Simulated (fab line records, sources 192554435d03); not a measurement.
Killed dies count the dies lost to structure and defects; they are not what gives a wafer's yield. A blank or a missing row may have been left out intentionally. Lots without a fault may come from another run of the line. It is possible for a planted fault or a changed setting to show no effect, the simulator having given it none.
Chamber matching -- flow n5-finfet -- 4 sister chambers for N5_SDB_ETCH_25 on rie-diel-06
The step etches SiO2 in C4F6/O2, target depth 10 nm, time 3.3 s. 16 wafers are shown with their chamber, then 8 later ones without.

EACH WAFER AND ITS CHAMBER
wafer,chamber,drypump-motor-current-A (A),showerhead-plenum-p-Torr (Torr),rf-vpp-V (V)
L074.1,0,5.6,2.97,668
L074.2,1,5.3,2.83,654
L074.3,2,5.4,2.82,656
L076.1,3,6.8,2.96,662
L076.2,1,5.4,2.82,652
L076.4,0,5.5,2.97,668
L084.1,1,5.3,2.82,653
L084.3,3,6.8,2.95,662
L084.6,2,5.4,2.82,659
L089.1,1,5.4,2.81,652
L089.3,3,6.8,2.95,661
L089.6,1,5.3,2.81,652
L090.1,1,5.4,2.81,653
L090.3,0,5.5,2.96,668
L090.5,2,5.4,2.81,658
L091.1,1,5.3,2.81,652

SIGNATURES, as means of the wafers listed above
reading,chamber 0,chamber 1,chamber 2,chamber 3,scatter within a chamber
drypump-motor-current-A,5.533,5.343,5.400,6.800,0.0445
showerhead-plenum-p-Torr,2.9667,2.8157,2.8167,2.9533,0.0069
rf-vpp-V,668.00,652.57,657.67,661.67,0.868
Rule: for each reading, subtract the chamber's mean from the wafer's reading, divide by that reading's scatter and square the result; add these up over the readings and take the root, which gives the wafer's distance from the chamber. The wafer belongs to the nearest chamber; if the next one is less than 2 further off, it can't be placed. The scatter is the square root of a quotient: the sum, over the shown wafers, of each reading's squared deviation from its chamber's mean, divided by wafers minus chambers.

WAFERS WITHOUT THEIR CHAMBER
wafer,drypump-motor-current-A (A),showerhead-plenum-p-Torr (Torr),rf-vpp-V (V)
L091.5,5.4,2.81,658
L091.6,6.8,2.94,661
L094.2,5.5,2.95,668
L094.4,5.3,2.81,651
L094.6,5.5,2.95,669
L097.3,5.5,2.95,667
L097.4,6.9,2.94,662
L097.5,5.4,2.81,657

WHICH CHAMBER EACH ONE RAN IN
wafer,from the rows above,in truth
L091.5,2,2
L091.6,3,3
L094.2,0,0
L094.4,1,1
L094.6,0,0
L097.3,0,0
L097.4,3,3
L097.5,2,2
Correct placement for 8 of the 8. From these rows, 0 cannot be placed. Placed wrongly: 0.
